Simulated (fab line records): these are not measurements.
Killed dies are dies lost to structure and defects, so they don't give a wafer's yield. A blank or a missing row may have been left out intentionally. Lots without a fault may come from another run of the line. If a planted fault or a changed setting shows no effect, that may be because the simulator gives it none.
2 desks looking at one fault / flow nand-harc / each desk has only its own numbers; what lay behind them comes last

== AT THE METROLOGY DESK ==
What the gauges read for every lot (on any tool): the sampled wafers with a number, averaged. Any lot whose mean is over 4 standard deviations away from the usual mean is out of limits and marked OUT; that distance is given in the brackets.
Columns: A = thk-nm at NHARC_A_DECK1_JOINT_THK_MEAS_17, usual 44.9 nm; B = thk-nm at NHARC_A_ONON_D2_THK_MEAS_14, usual 1001 nm; C = thk-nm at NHARC_A_ONON_D2_THK_MEAS_18, usual 1001 nm; D = thk-nm at NHARC_A_ONON_D2_THK_MEAS_21, usual 1001 nm
lot=L753; first seen here=day 12 09:51; A=44.7; B=1011; C=998; D=995
lot=L752; first seen here=day 12 09:55; A=45.0; B=998; C=990; D=1016
lot=L755; first seen here=day 13 12:03; A=44.4; B=1005; C=995; D=1007
lot=L756; first seen here=day 13 12:03; A=44.7; B=1016; C=1011; D=1004
lot=L757; first seen here=day 14 15:41; A=44.4; B=998; C=1023; D=998
lot=L759; first seen here=day 14 18:32; A=44.0; B=1000; C=1004; D=1019
lot=L763; first seen here=day 17 09:53; A=44.8; B=995; C=1004; D=993
lot=L767; first seen here=day 18 21:18; A=44.1; B=1021; C=981; D=997
lot=L768; first seen here=day 18 21:25; A=44.1; B=1002; C=1012; D=1005
lot=L769; first seen here=day 19 14:13; A=42.7; B=993; C=980; D=1000
lot=L770; first seen here=day 20 02:35; A=40.8 (-4.1) OUT; B=996; C=1003; D=1010
lot=L773; first seen here=day 21 02:44; A=45.2; B=987; C=987; D=978
lot=L775; first seen here=day 22 06:14; A=45.4; B=1000; C=982; D=991
Finding of this desk: L770 out of limits; the first was L770 at day 20 02:35, on thk-nm at NHARC_A_DECK1_JOINT_THK_MEAS_17. L753, L752, L755, L756, L757, L759, L763, L767, L768, L769, L773, L775 stayed within limits.

== DESK OF THE TOOL OWNER: pecvd-02 ==
The tool's own readings at NHARC_A_DECK1_JOINT_DEP_16 (deposits SiO2, target thk 45 nm): means of the sampled wafers that have a number, for each lot that ran on this tool. Any lot whose mean is over 4 standard deviations away from the usual mean is out of limits and marked OUT; that distance is given in the brackets.
Columns: A = heater-power-w at NHARC_A_DECK1_JOINT_DEP_16, usual 581 W; B = rf-fwd-power-W at NHARC_A_DECK1_JOINT_DEP_16, usual 896.3 W; C = showerhead-vpp-V at NHARC_A_DECK1_JOINT_DEP_16, usual 1920 V; D = throttle-valve-pct at NHARC_A_DECK1_JOINT_DEP_16, usual 15.8 %
lot=L752; first seen here=day 12 09:37; A=653; B=896.2; C=1985; D=16.2
lot=L757; first seen here=day 14 15:24; A=598; B=899.6; C=1994; D=16.1
lot=L763; first seen here=day 17 09:37; A=682; B=894.5; C=2019; D=16.5
lot=L768; first seen here=day 18 21:11; A=683; B=896.4; C=1976; D=16.0
lot=L769; first seen here=day 19 13:56; A=681; B=776.0 (-43) OUT; C=1837; D=16.1
lot=L770; first seen here=day 20 02:18; A=740; B=659.8 (-84) OUT; C=1692; D=15.6
Finding of this desk: L769, L770 out of limits; the first was L769 at day 19 13:56, on rf-fwd-power-W at NHARC_A_DECK1_JOINT_DEP_16. L752, L757, L763, L768 stayed within limits.

== TAKEN TOGETHER ==
An alarm could have come from the tool owner's desk at day 19 13:56, on L769, L770.
At day 20 02:35 the metrology desk could have sounded an alarm, on L770.
The metrology desk has L769 on record, within its limits.
The lots listed all ran NHARC_A_DECK1_JOINT_DEP_16 on pecvd-02.

== WHAT HAD BEEN PUT IN BY THE SIMULATOR ==
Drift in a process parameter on pecvd-02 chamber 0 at NHARC_A_DECK1_JOINT_DEP_16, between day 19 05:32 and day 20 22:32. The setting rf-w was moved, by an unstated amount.
Shown lots that were struck: L769, L770.
Delay (hours) between the fault's onset and each desk's first out-of-limits reading: 8 at the tool owner's desk, 21 at the metrology desk.
